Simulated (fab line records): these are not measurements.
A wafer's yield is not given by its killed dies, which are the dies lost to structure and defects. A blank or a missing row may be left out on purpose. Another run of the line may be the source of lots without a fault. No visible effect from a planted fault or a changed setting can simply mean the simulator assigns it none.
The tool behind it: which one? :: flow nand harc :: 39 wafers from 13 lots sampled at 6 of the route's 1302 steps

WHAT EACH GAUGE READ, for each wafer
NHARC_A_SOURCE_PLATE_THK_MEAS_09: measures by ellipsometry.
lot: L482
measured: day 7 13:37
on: film metro-02
thk nm (nm): 9.0 10.3 9.6

lot: L483
measured: day 8 04:43
on: film metro-02
thk nm (nm): 10.1 12.3 10.3

lot: L485
measured: day 8 14:52
on: film metro-02
thk nm (nm): 9.5 8.0 7.7

lot: L486
measured: day 9 06:33
on: film metro-01
thk nm (nm): 10.4 9.0 11.8

lot: L488
measured: day 9 22:11
on: film metro-01
thk nm (nm): 12.0 9.7 10.2

lot: L489
measured: day 10 11:41
on: film metro-02
thk nm (nm): 8.0 10.0 8.7

lot: L490
measured: day 10 17:32
on: film metro-01
thk nm (nm): 11.6 9.8 11.2

lot: L492
measured: day 11 20:32
on: film metro-01
thk nm (nm): 9.2 8.8 9.1

lot: L493
measured: day 12 08:08
on: film metro-02
thk nm (nm): 8.6 8.4 11.4

lot: L497
measured: day 13 23:52
on: film metro-02
thk nm (nm): 9.9 10.4 11.0

lot: L499
measured: day 14 16:59
on: film metro-01
thk nm (nm): 10.0 9.4 10.2

lot: L502
measured: day 15 14:43
on: film metro-01
thk nm (nm): 10.8 11.4 11.3

lot: L503
measured: day 16 02:38
on: film metro-02
thk nm (nm): 9.3 10.3 9.7

NHARC_A_ONON_D1_THK_MEAS_18: measures by ellipsometry.
lot: L482
measured: day 8 17:49
on: film metro-01
thk nm (nm): 1005 1004 1004

lot: L483
measured: day 9 03:52
on: film metro-02
thk nm (nm): 997 996 995

lot: L485
measured: day 9 14:31
on: film metro-01
thk nm (nm): 994 991 993

lot: L486
measured: day 10 06:15
on: film metro-01
thk nm (nm): 1007 1007 1009

lot: L488
measured: day 10 21:29
on: film metro-02
thk nm (nm): 1006 1006 1005

lot: L489
measured: day 11 10:53
on: film metro-02
thk nm (nm): 1012 1011 1010

lot: L490
measured: day 11 16:50
on: film metro-02
thk nm (nm): 1005 1005 1006

lot: L492
measured: day 12 22:38
on: film metro-02
thk nm (nm): 998 997 997

lot: L493
measured: day 13 08:33
on: film metro-01
thk nm (nm): 983 984 982

lot: L497
measured: day 14 23:33
on: film metro-01
thk nm (nm): 1006 1009 1007

lot: L499
measured: day 15 18:26
on: film metro-01
thk nm (nm): 989 989 989

lot: L502
measured: day 16 14:10
on: film metro-01
thk nm (nm): 989 989 991

lot: L503
measured: day 17 05:17
on: film metro-01
thk nm (nm): 997 998 999

NHARC_A_ONON_D1_INSPECT_32.
lot: L482
measured: day 8 20:39
on: defect inspect-01
raw defect count: 77 57 107

lot: L483
measured: day 9 06:41
on: defect inspect-02
raw defect count: 61 57 86

lot: L485
measured: day 9 17:21
on: defect inspect-01
raw defect count: 39 44 59

lot: L486
measured: day 10 09:07
on: defect inspect-02
raw defect count: 61 134 103

lot: L488
measured: day 11 00:20
on: defect inspect-02
raw defect count: 66 88 55

lot: L489
measured: day 11 13:42
on: defect inspect-02
raw defect count: 51 76 82

lot: L490
measured: day 11 19:38
on: defect inspect-02
raw defect count: 119 42 89

lot: L492
measured: day 13 01:28
on: defect inspect-01
raw defect count: 143 86 54

lot: L493
measured: day 13 11:23
on: defect inspect-01
raw defect count: 32 59 47

lot: L497
measured: day 15 02:22
on: defect inspect-01
raw defect count: 89 61 61

lot: L499
measured: day 15 21:16
on: defect inspect-02
raw defect count: 600 547 601 597 556 594

lot: L502
measured: day 16 17:05
on: defect inspect-02
raw defect count: 587 540 638 597 530 632

lot: L503
measured: day 17 08:07
on: defect inspect-01
raw defect count: 95 75 59

NHARC_END_SORT_01.
lot: L482
measured: day 24 17:54
on: prober-02
defect limited yield (%): 90.8 93.1 92.9
killed at array: 50 42 40
killed at other: 1 0 0
killed at periphery: 11 5 8
killed dies: 62 47 48
killed open: 6 4 2
killed short: 1 5 4

lot: L483
measured: day 25 15:13
on: prober-02
defect limited yield (%): 88.6 88.9 90.5
killed at array: 74 71 61
killed at other: 0 1 1
killed at periphery: 3 3 2
killed dies: 77 75 64
killed open: 5 1 3
killed short: 5 3 2

lot: L485
measured: day 25 17:36
on: prober-01
defect limited yield (%): 88.9 87.3 88.0
killed at array: 72 80 78
killed at other: 0 1 0
killed at periphery: 3 5 3
killed dies: 75 86 81
killed open: 2 5 2
killed short: 1 1 3

lot: L486
measured: day 26 22:14
on: prober-01
defect limited yield (%): 92.0 92.2 90.1
killed at array: 48 49 63
killed at other: 1 1 1
killed at periphery: 5 3 3
killed dies: 54 53 67
killed open: 3 5 5
killed short: 2 0 1

lot: L488
measured: day 27 20:34
on: prober-01
defect limited yield (%): 92.0 93.4 91.6
killed at array: 47 40 52
killed at other: 3 1 3
killed at periphery: 4 4 2
killed dies: 54 45 57
killed open: 1 5 1
killed short: 2 1 3

lot: L489
measured: day 28 07:41
on: prober-02
defect limited yield (%): 94.4 95.1 94.7
killed at array: 35 28 34
killed at other: 0 3 0
killed at periphery: 3 2 2
killed dies: 38 33 36
killed open: 4 3 8
killed short: 4 3 1

lot: L490
measured: day 28 04:21
on: prober-01
defect limited yield (%): 84.3 87.0 86.3
killed at array: 103 85 87
killed at other: 1 0 0
killed at periphery: 2 3 6
killed dies: 106 88 93
killed open: 8 6 4
killed short: 0 1 4

lot: L492
measured: day 29 06:38
on: prober-02
defect limited yield (%): 88.3 86.0 86.0
killed at array: 79 91 93
killed at other: 0 1 0
killed at periphery: 0 3 2
killed dies: 79 95 95
killed open: 3 2 3
killed short: 2 1 1

lot: L493
measured: day 29 05:50
on: prober-01
defect limited yield (%): 90.5 92.0 91.7
killed at array: 56 52 54
killed at other: 6 0 1
killed at periphery: 2 2 1
killed dies: 64 54 56
killed open: 0 2 2
killed short: 5 2 2

lot: L497
measured: day 30 18:09
on: prober-01
defect limited yield (%): 92.5 91.7 90.3
killed at array: 46 50 59
killed at other: 1 0 1
killed at periphery: 4 6 6
killed dies: 51 56 66
killed open: 3 6 4
killed short: 0 1 5

lot: L503
measured: day 33 03:58
on: prober-01
defect limited yield (%): 95.4 92.9 92.9
killed at array: 29 43 42
killed at other: 1 3 4
killed at periphery: 1 2 2
killed dies: 31 48 48
killed open: 2 4 2
killed short: 4 3 5

WHAT TOOL EACH LOT RAN ON (gives the tool, then ch and the chambers of the sampled wafers, and finally the start)
lot: L482
NHARC_A_ONON_D1_DEP_33: pecvd-02 ch 0,1,2, day 8 20:09
NHARC_A_CHANNEL_HOLE_D1_ETCH_38: rie diel-07 ch 1,2,3, day 8 23:32

lot: L483
NHARC_A_ONON_D1_DEP_33: pecvd-03 ch 0,1,2, day 9 06:12
NHARC_A_CHANNEL_HOLE_D1_ETCH_38: rie diel-05 ch 1,3, day 9 15:32

lot: L485
NHARC_A_ONON_D1_DEP_33: pecvd-01 ch 0,1,2, day 9 16:59
NHARC_A_CHANNEL_HOLE_D1_ETCH_38: rie diel-07 ch 2,3, day 10 00:19

lot: L486
NHARC_A_ONON_D1_DEP_33: pecvd-01 ch 1,2, day 10 08:38
NHARC_A_CHANNEL_HOLE_D1_ETCH_38: rie diel-07 ch 0,3, day 10 14:44

lot: L488
NHARC_A_ONON_D1_DEP_33: pecvd-01 ch 1,2, day 10 23:53
NHARC_A_CHANNEL_HOLE_D1_ETCH_38: rie diel-05 ch 1,2,3, day 11 04:14

lot: L489
NHARC_A_ONON_D1_DEP_33: pecvd-03 ch 0,1, day 11 13:16
NHARC_A_CHANNEL_HOLE_D1_ETCH_38: rie diel-07 ch 0,1,2, day 11 21:17

lot: L490
NHARC_A_ONON_D1_DEP_33: pecvd-03 ch 0,2, day 11 19:12
NHARC_A_CHANNEL_HOLE_D1_ETCH_38: rie diel-07 ch 0,2, day 11 23:42

lot: L492
NHARC_A_ONON_D1_DEP_33: pecvd-03 ch 0,1,2, day 13 00:59
NHARC_A_CHANNEL_HOLE_D1_ETCH_38: rie diel-05 ch 2,3, day 13 04:35

lot: L493
NHARC_A_ONON_D1_DEP_33: pecvd-01 ch 1,2, day 13 10:53
NHARC_A_CHANNEL_HOLE_D1_ETCH_38: rie diel-05 ch 0,1, day 13 14:22

lot: L497
NHARC_A_ONON_D1_DEP_33: pecvd-02 ch 1,2, day 15 01:59
NHARC_A_CHANNEL_HOLE_D1_ETCH_38: rie diel-05 ch 1,2, day 15 05:29

lot: L499
NHARC_A_ONON_D1_DEP_33: pecvd-02 ch 0,1,2, day 15 20:46
NHARC_A_CHANNEL_HOLE_D1_ETCH_38: -

lot: L502
NHARC_A_ONON_D1_DEP_33: pecvd-02 ch 1,2, day 16 16:37
NHARC_A_CHANNEL_HOLE_D1_ETCH_38: -

lot: L503
NHARC_A_ONON_D1_DEP_33: pecvd-03 ch 0,1, day 17 07:41
NHARC_A_CHANNEL_HOLE_D1_ETCH_38: rie diel-05 ch 0,3, day 17 11:16
- NHARC_A_ONON_D1_DEP_33: deposits SiO2, target thk 200 nm.
- NHARC_A_CHANNEL_HOLE_D1_ETCH_38: etches the open film in CF4, target depth 39 nm, time 65 s.

AS READ BY THE TOOLS THEMSELVES (means over the sampled wafers that have a number; for cases with no such wafer, the mark the record gives instead)
NHARC_A_ONON_D1_DEP_33.
lot: L482
tool: pecvd-02
heater power w (W): 526
throttle valve pct (%): 16.0

lot: L483
tool: pecvd-03
heater power w (W): 559
throttle valve pct (%): 16.1

lot: L485
tool: pecvd-01
heater power w (W): 498
throttle valve pct (%): 15.8

lot: L486
tool: pecvd-01
heater power w (W): 578
throttle valve pct (%): 16.2

lot: L488
tool: pecvd-01
heater power w (W): 556
throttle valve pct (%): 16.2

lot: L489
tool: pecvd-03
heater power w (W): 645
throttle valve pct (%): 15.7

lot: L490
tool: pecvd-03
heater power w (W): 562
throttle valve pct (%): 16.6

lot: L492
tool: pecvd-03
heater power w (W): 660
throttle valve pct (%): 16.2

lot: L493
tool: pecvd-01
heater power w (W): 520
throttle valve pct (%): 16.0

lot: L497
tool: pecvd-02
heater power w (W): 559
throttle valve pct (%): 16.0

lot: L499
tool: pecvd-02
heater power w (W): 471
throttle valve pct (%): 15.9

lot: L502
tool: pecvd-02
heater power w (W): 568
throttle valve pct (%): 16.1

lot: L503
tool: pecvd-03
heater power w (W): 642
throttle valve pct (%): 16.1

NHARC_A_CHANNEL_HOLE_D1_ETCH_38.
lot: L482
tool: rie diel-07
bias w (W): 99.9
drypump motor current A (A): 6.3
oes product au (a.u.): 0.998
rf vpp V (V): 150.4
showerhead plenum p Torr (Torr): 1.74
throttle valve pct (%): 13.280

lot: L483
tool: rie diel-05
bias w (W): 99.8
drypump motor current A (A): 5.6
oes product au (a.u.): 1.016
rf vpp V (V): 151.2
showerhead plenum p Torr (Torr): 1.81
throttle valve pct (%): 13.291

lot: L485
tool: rie diel-07
bias w (W): 99.5
drypump motor current A (A): 6.2
oes product au (a.u.): 0.999
rf vpp V (V): 151.4
showerhead plenum p Torr (Torr): 1.78
throttle valve pct (%): 13.290

lot: L486
tool: rie diel-07
bias w (W): 99.9
drypump motor current A (A): 6.0
oes product au (a.u.): 0.996
rf vpp V (V): 151.9
showerhead plenum p Torr (Torr): 1.75
throttle valve pct (%): 13.282

lot: L488
tool: rie diel-05
bias w (W): 100.0
drypump motor current A (A): 5.6
oes product au (a.u.): 1.009
rf vpp V (V): 153.3
showerhead plenum p Torr (Torr): 1.87
throttle valve pct (%): 13.281

lot: L489
tool: rie diel-07
bias w (W): 99.7
drypump motor current A (A): 6.0
oes product au (a.u.): 1.004
rf vpp V (V): 150.5
showerhead plenum p Torr (Torr): 1.72
throttle valve pct (%): 13.281

lot: L490
tool: rie diel-07
bias w (W): 99.8
drypump motor current A (A): 5.8
oes product au (a.u.): 0.990
rf vpp V (V): 151.3
showerhead plenum p Torr (Torr): 1.75
throttle valve pct (%): 13.287

lot: L492
tool: rie diel-05
bias w (W): 100.2
drypump motor current A (A): 5.4
oes product au (a.u.): 1.009
rf vpp V (V): 153.0
showerhead plenum p Torr (Torr): 1.87
throttle valve pct (%): 13.291

lot: L493
tool: rie diel-05
bias w (W): 99.9
drypump motor current A (A): 5.5
oes product au (a.u.): 0.996
rf vpp V (V): 152.6
showerhead plenum p Torr (Torr): 1.86
throttle valve pct (%): 13.277

lot: L497
tool: rie diel-05
bias w (W): 100.1
drypump motor current A (A): 5.8
oes product au (a.u.): 1.007
rf vpp V (V): 152.3
showerhead plenum p Torr (Torr): 1.83
throttle valve pct (%): 13.276

lot: L503
tool: rie diel-05
bias w (W): 99.9
drypump motor current A (A): 5.1
oes product au (a.u.): 1.001
rf vpp V (V): 152.4
showerhead plenum p Torr (Torr): 1.86
throttle valve pct (%): 13.282

THE ANSWER, worked out from the rows above alone
Rule: what is usual is taken from the lots themselves. Put in order of their means at a reading, lots are off if they are a third of the lots or fewer, leave a main group of 4 or more, and stand apart from it by a gap of 3 or more times the standard deviation of the main group's means; of several such gaps the widest counts. If all means in a main group match to the digits the tables above print for the reading, that group is not used. Also off: a lot with no number at a reading for which 4 or more lots have one. Any other lot the step has rows for is counted as sound. After the gauges, taken in route order, come the tools' own readings; for these a lot's mean is taken, as printed above. The first step at which some lot is off is used, and at that step the reading that is off furthest; a lot without a number counts as furthest.
Off, at NHARC_A_ONON_D1_INSPECT_32 on raw defect count: L499, L502. Main group: mean 73, sd 16.
A tool fits if, at a process step before that reading, it ran every lot that is off, and no sound lot after the first of them. The gauges at NHARC_A_ONON_D1_INSPECT_32 are tried like those tools. Undecided on this evidence; 2 tools fit (pecvd-02 at NHARC_A_ONON_D1_DEP_33, defect inspect-02 at NHARC_A_ONON_D1_INSPECT_32).

WHAT WAS PUT IN BY THE SIMULATOR
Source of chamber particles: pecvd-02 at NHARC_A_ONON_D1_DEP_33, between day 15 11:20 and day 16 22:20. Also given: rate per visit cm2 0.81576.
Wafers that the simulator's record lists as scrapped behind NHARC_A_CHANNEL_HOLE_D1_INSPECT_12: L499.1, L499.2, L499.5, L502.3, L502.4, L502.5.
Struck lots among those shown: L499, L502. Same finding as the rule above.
